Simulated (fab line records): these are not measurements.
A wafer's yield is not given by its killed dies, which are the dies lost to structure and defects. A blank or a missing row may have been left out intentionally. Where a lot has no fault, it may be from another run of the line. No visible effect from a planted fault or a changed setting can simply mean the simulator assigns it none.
fab line records ; flow n5Finfet
record lots=11; wafers=33; lastDay=18
route steps=1938 shown BEOL_M15@1821 MIM_TOP_LITHO@1848 MIM_TOP_ETCH@1851 MIM_BOT_LITHO@1862
lots untouched by any fault: they come from a run of this same line in which no faults occurred
startH: hours from the record's first day to the start of the lot's first wafer shown ; waitH: time in hours since the lot's previous step ; " identical to the entry in the row above ; L1.1+2: one row covering several wafers at once ; - no value, or no start was given ; * or withheld: withheld ; < > ~ a bound
route shown NAME@n: names a module that has steps shown in the file, with the first one's number in the route ; usual: mean/standard deviation taken from wafers without a fault ; same: alike in all rows ; chamber/n: place in a boat ; sites: the reading at each site ; _std_site: the values' standard deviation ; _edge_site: outer sites' mean less inner sites' ; radiusMm: for every site, how far away it sits from the centre of the wafer ; mask NAME#n: copy n ; behind: the tool/chamber that last shaped the wafer ; hold: the reason the lot was held/the length of the hold in hours/how it ended ; device: which transistor (n, p or np) failed to switch ; end of line: tests run on the same wafers once the route is complete ; a step without rows: its recipe alone ; killed: dies that structure and defects cost at the first sort, which is not the same as the wafer's yield ; map: per-die view of a wafer (x killed, . not killed, _ where there is no die)
set.NAME: the setting that was run; set.NAME@STEP: the one run at that earlier step ; model.NAME: the simulator's own value behind a step, which no gauge read
a sample of lots followed through the steps of the route, with each step as a table and each wafer as a row
services: a tool's chamber out of use, with start hour (startH, from the record's first day; less than 0 if before it), hours out, and reason
## steps
# step N5_BEOL_M15_SPUTTER_45
# recipe material=Cu; targetThkA=1000; tempC=-20; biasV=60; powerW=26000; chamberPressurePa=0.13; timeS=16.67
# usual throttleValvePct=30.2/1.3
lot.wafer;tool;chamber;startH;waitH;throttleValvePct
L565.4;pvdSputter-01;-;282.41;0.0;29.7
L565.5;pvdSputter-01;-;282.41;0.0;30.8
L565.6;pvdSputter-01;-;282.41;0.0;29.5
L566.2;pvdSputter-03;-;283.21;0.0;31.1
L566.3;pvdSputter-03;-;283.21;0.0;28.9
L566.6;pvdSputter-03;-;283.21;0.0;30.8
L567.1;pvdSputter-01;-;296.58;0.0;29.8
L567.3;pvdSputter-01;-;296.58;0.0;30.7
L567.4;pvdSputter-01;-;296.58;0.0;29.8
L569.2;pvdSputter-01;-;296.98;0.0;29.9
L569.4;pvdSputter-01;-;296.98;0.0;29.9
L569.5;pvdSputter-01;-;296.98;0.0;30.6
L571.1;pvdSputter-01;-;302.78;0.0;29.8
L571.5;pvdSputter-01;-;302.78;0.0;29.8
L571.6;pvdSputter-01;-;302.78;0.0;29.9
L572.2;pvdSputter-02;-;323.09;0.0;28.0
L572.4;pvdSputter-02;-;323.09;0.0;30.2
L572.5;pvdSputter-02;-;323.09;0.0;30.7
L576.2;pvdSputter-03;-;364.04;0.0;28.9
L576.3;pvdSputter-03;-;364.04;0.0;30.4
L576.6;pvdSputter-03;-;364.04;0.0;29.9
L580.3;pvdSputter-02;-;381.45;0.0;27.9
L580.5;pvdSputter-02;-;381.45;0.0;30.0
L580.6;pvdSputter-02;-;381.45;0.0;30.4
L583.1;pvdSputter-03;-;400.75;0.0;28.9
L583.2;pvdSputter-03;-;400.75;0.0;30.9
L583.4;pvdSputter-03;-;400.75;0.0;29.7
L582.2;pvdSputter-02;-;408.29;0.0;30.2
L582.4;pvdSputter-02;-;408.29;0.0;30.7
L582.6;pvdSputter-02;-;408.29;0.0;28.1
L584.2;pvdSputter-02;-;415.70;0.0;32.9
L584.4;pvdSputter-02;-;415.70;0.0;30.2
L584.5;pvdSputter-02;-;415.70;0.0;30.2
# step N5_MIM_TOP_LITHO_OVL_MEAS_11
# recipe pointsPerWafer=44
# usual MIM_TOP_OVL=-1/6.5
# same pointsPerWafer=44
lot.wafer;tool;chamber;startH;waitH;MIM_TOP_OVL[nm]
L565.4;overlay-02;0;288.47;0.0;7
L565.5;overlay-02;0;288.47;0.0;5
L565.6;overlay-02;0;288.47;0.0;7
L566.2;overlay-02;0;288.63;0.0;-3
L566.3;overlay-02;0;288.63;0.0;-6
L566.6;overlay-02;0;288.63;0.0;3
L567.1;overlay-01;0;300.48;0.0;3
L567.3;overlay-01;0;300.48;0.0;5
L567.4;overlay-01;0;300.48;0.0;0
L569.2;overlay-02;0;302.32;0.0;3
L569.4;overlay-02;0;302.32;0.0;-8
L569.5;overlay-02;0;302.32;0.0;-1
L571.1;overlay-02;0;310.80;0.0;-4
L571.5;overlay-02;0;310.80;0.0;-7
L571.6;overlay-02;0;310.80;0.0;-9
L572.2;overlay-01;0;331.61;0.0;-12
L572.4;overlay-01;0;331.61;0.0;-3
L572.5;overlay-01;0;331.61;0.0;-9
L576.2;overlay-02;0;369.23;0.0;3
L576.3;overlay-02;0;369.23;0.0;-6
L576.6;overlay-02;0;369.23;0.0;0
L580.3;overlay-02;0;387.73;0.0;11
L580.5;overlay-02;0;387.73;0.0;7
L580.6;overlay-02;0;387.73;0.0;7
L583.1;overlay-02;0;408.70;0.1;1
L583.2;overlay-02;0;408.70;0.1;-1
L583.4;overlay-02;0;408.70;0.1;-3
L582.2;overlay-02;0;412.78;0.0;14
L582.4;overlay-02;0;412.78;0.0;11
L582.6;overlay-02;0;412.78;0.0;16
L584.2;overlay-02;0;419.92;0.0;-1
L584.4;overlay-02;0;419.92;0.0;8
L584.5;overlay-02;0;419.92;0.0;-1
# step N5_MIM_TOP_ETCH_ETCH_00
# recipe chemistry=Cl2/BCl3; target=TiN; targetDepthA=385; ionEnergyEv=150; pressureMtorr=10; icpW=1000; biasW=126; Cl2_flow_sccm=53.25; bcl3FlowSccm=21.75; Ar_flow_sccm=25
# usual drypumpMotorCurrentA=5.7/0.56; heBacksideLeakSccm=3.4/0.39; mfcCl2Sccm=53.23/0.17; oesProductAu=0.83/0.076; rfFwdPowerW=994/3; throttleValvePct=22.53/0.18
lot.wafer;tool;chamber;startH;waitH;drypumpMotorCurrentA;heBacksideLeakSccm;mfcCl2Sccm;oesProductAu;rfFwdPowerW;rfHoursCounterH;throttleValvePct
L565.4;rieMetal-03;0;288.66;0.1;5.5;3.0;53.33;0.89;1001;-;22.20
L565.5;rieMetal-03;1;288.66;0.1;6.1;3.3;53.44;0.88;989;-;22.80
L565.6;rieMetal-03;0;288.66;0.1;5.5;3.0;53.35;0.89;993;-;22.23
L566.2;rieMetal-03;1;288.89;0.1;6.2;3.2;52.90;0.88;992;13;22.78
L566.3;rieMetal-03;1;288.89;0.1;6.1;3.3;52.94;0.89;992;-;22.81
L566.6;rieMetal-03;0;288.89;0.1;5.5;3.1;53.16;0.89;998;-;22.20
L567.1;rieMetal-01;0;300.62;0.1;6.5;3.5;53.33;0.63;993;109;22.70
L567.3;rieMetal-01;1;300.62;0.1;5.2;2.9;53.43;0.77;998;-;22.40
L567.4;rieMetal-01;0;300.62;0.1;6.5;3.6;53.44;0.62;994;-;22.72
L569.2;rieMetal-02;0;302.50;0.1;4.8;3.6;53.25;0.77;996;46;22.60
L569.4;rieMetal-02;0;302.50;0.1;4.8;3.7;53.08;0.78;995;-;22.59
L569.5;rieMetal-02;1;302.50;0.1;6.0;3.5;53.13;0.87;997;-;22.57
L571.1;rieMetal-02;0;311.04;0.1;4.8;3.7;53.48;0.77;994;47;22.60
L571.5;rieMetal-02;0;311.04;0.1;4.8;3.5;53.47;0.78;996;-;22.60
L571.6;rieMetal-02;1;311.04;0.1;6.0;3.5;53.38;0.86;996;-;22.57
L572.2;rieMetal-01;0;331.75;0.1;6.4;3.4;53.14;0.61;997;111;22.71
L572.4;rieMetal-01;1;331.75;0.1;5.2;3.3;53.15;0.77;995;-;22.42
L572.5;rieMetal-01;0;331.75;0.1;6.5;3.6;53.35;0.62;992;-;22.70
L576.2;rieMetal-01;0;369.37;0.1;6.5;3.5;53.45;0.93;995;2;22.45
L576.3;rieMetal-01;0;369.37;0.1;6.5;3.4;53.42;0.94;995;-;22.45
L576.6;rieMetal-01;1;369.37;0.1;5.2;3.0;59.23;0.76;995;-;23.08
L580.3;rieMetal-01;0;387.97;0.1;6.5;3.5;53.04;0.91;1004;-;22.45
L580.5;rieMetal-01;1;387.97;0.1;5.2;3.3;59.21;0.76;996;-;23.10
L580.6;rieMetal-01;0;387.97;0.1;6.5;3.6;53.18;0.92;1001;-;22.44
L583.1;rieMetal-02;1;408.85;0.1;6.0;3.5;53.23;0.83;993;23;22.59
L583.2;rieMetal-02;0;408.85;0.1;4.9;3.7;53.19;0.75;994;55;22.60
L583.4;rieMetal-02;0;408.85;0.1;4.8;6.9;53.40;0.75;993;-;22.60
L582.2;rieMetal-02;0;412.93;0.1;4.8;3.5;53.45;0.75;997;56;22.59
L582.4;rieMetal-02;0;412.93;0.1;4.8;3.4;53.20;0.75;991;-;22.61
L582.6;rieMetal-02;0;412.93;0.1;4.8;3.6;53.33;0.75;992;-;22.60
L584.2;rieMetal-02;1;420.44;0.2;6.0;3.5;53.35;0.81;992;-;22.59
L584.4;rieMetal-02;1;420.44;0.2;6.0;3.5;53.46;0.82;996;-;22.60
L584.5;rieMetal-02;1;420.44;0.2;6.0;3.5;53.42;0.82;991;-;22.60
# step N5_MIM_BOT_LITHO_CD_MEAS_08
# recipe targetCdNm=3000; landingEnergyEv=500; detector=seInlens; polarity=opening
# usual cdNm=3000.6/1.4
lot.wafer;tool;chamber;startH;waitH;cdNm
L565.4;cdSem-02;0;289.32;-;2998.1
L565.5;cdSem-02;0;289.32;-;3000.2
L565.6;cdSem-02;0;289.32;-;2998.6
L566.2;cdSem-03;0;289.58;-;2998.2
L566.3;cdSem-03;0;289.58;-;2995.9
L566.6;cdSem-03;0;289.58;-;2997.1
L567.1;cdSem-03;0;301.19;-;3001.3
L567.3;cdSem-03;0;301.19;-;3002.8
L567.4;cdSem-03;0;301.19;-;3002.0
L569.2;cdSem-03;0;303.07;-;2999.7
L569.4;cdSem-03;0;303.07;-;3001.6
L569.5;cdSem-03;0;303.07;-;2999.6
L571.1;cdSem-01;0;311.73;-;3001.7
L571.5;cdSem-01;0;311.73;-;3000.5
L571.6;cdSem-01;0;311.73;-;2999.4
L572.2;cdSem-03;0;332.44;-;3003.1
L572.4;cdSem-03;0;332.44;-;3001.3
L572.5;cdSem-03;0;332.44;-;3003.3
L576.2;cdSem-03;0;370.06;-;3001.3
L576.3;cdSem-03;0;370.06;-;3000.5
L576.6;cdSem-03;0;370.06;-;3001.5
L580.3;cdSem-03;0;389.02;-;2998.1
L580.5;cdSem-03;0;389.02;-;2998.6
L580.6;cdSem-03;0;389.02;-;2998.8
L583.1;cdSem-01;0;409.56;-;3002.2
L583.2;cdSem-01;0;409.56;-;3000.6
L583.4;cdSem-01;0;409.56;-;3002.4
L582.2;cdSem-02;0;413.62;-;2999.7
L582.4;cdSem-02;0;413.62;-;3000.4
L582.6;cdSem-02;0;413.62;-;3001.6
L584.2;cdSem-01;0;421.23;-;2998.9
L584.4;cdSem-01;0;421.23;-;3000.6
L584.5;cdSem-01;0;421.23;-;2999.8
## services
tool;chamber;startH;hours;kind
rieMetal-03;0;285.62;1.4;repair
rieMetal-03;-;296.71;2.8;pm
rieMetal-01;-;307.96;1.4;pm
rieMetal-03;1;329.18;5.2;repair
pvdSputter-02;-;335.43;2.0;repair
rieMetal-01;0;335.61;-;clean
rieMetal-01;0;335.61;20.1;scheduledDown
rieMetal-01;0;335.61;20.1;ventCycle
rieMetal-01;-;343.31;8.0;repair
pvdSputter-01;-;386.04;5.3;repair
## key
firstSign step=N5_MIM_TOP_ETCH_ETCH_00; reading=mfcCl2Sccm; direction=up; sigmas=35; usual=53.23; struck=59.22
effect step=N5_MIM_TOP_ETCH_ETCH_00; reading=throttleValvePct; direction=up; sigmas=3.1; usual=*; struck=*
metAt N5_MIM_TOP_ETCH_ETCH_00
struckLots L576,L580
struckWafers L576.6,L580.5
notActingAt N5_BEOL_M15_SPUTTER_45,N5_MIM_TOP_LITHO_OVL_MEAS_11,N5_MIM_BOT_LITHO_CD_MEAS_08
onsetBetween 331.75 369.37
fault kind=processParameterDrift; tool=rieMetal-01; chamber=1; onsetH=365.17; steps=N5_MIM_TOP_ETCH_ETCH_00; channel=Cl2_flow_sccm; offset=6.0314; shape=step; endH=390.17; actsIn=theseRecipesOnly; stated=53.25
